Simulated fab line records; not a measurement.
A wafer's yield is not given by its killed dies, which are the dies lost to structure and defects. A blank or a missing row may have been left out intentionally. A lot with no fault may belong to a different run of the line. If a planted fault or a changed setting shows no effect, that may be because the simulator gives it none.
Chamber matching | flow nand_harc | rie_diel-04 running NHARC_A_STAIRCASE_DESCUM_11: 4 sister chambers
The step chemistry O2, time 3 s. 4 wafers are shown with their chamber, then 8 later ones without.

## WAFERS WITH THEIR CHAMBER
wafer  | chamber | showerhead_plenum_p_Torr (Torr)
L080.4 | 1       | 2.00
L081.1 | 2       | 2.00
L081.3 | 0       | 1.98
L084.1 | 3       | 1.90

## WAFERS WITH NO CHAMBER GIVEN
wafer  | showerhead_plenum_p_Torr (Torr)
L084.2 | 1.98
L084.3 | 2.00
L093.2 | 1.98
L093.3 | 1.89
L093.6 | 1.98
L096.2 | 1.99
L096.4 | 1.89
L096.5 | 1.99

## EACH ONE'S CHAMBER
wafer  | from the rows above          | in truth
L084.2 | 0                            | 0
L084.3 | can't be placed: 1 or 2      | 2
L093.2 | 0                            | 0
L093.3 | 3                            | 3
L093.6 | 0                            | 0
L096.2 | can't be placed: 0 or 1 or 2 | 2
L096.4 | 3                            | 3
L096.5 | can't be placed: 0 or 1 or 2 | 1
Correct placement for 5 of the 8. Not placeable from these rows: 3 (in 3, the candidates include the true chamber). Wrongly placed: 0.
How it was worked out, from the rows above alone: a wafer's distance from a chamber is the root of the sum, over the readings, of the square of ((its reading less the chamber's mean) divided by the reading's scatter). The wafer belongs to the nearest chamber; if the next one is less than 2 further off, it can't be placed. The mean given for a chamber averages the wafers shown for that chamber. The scatter: with one shown wafer a chamber, the root of the mean of the squares of how far each hidden wafer lies from its nearest shown one.
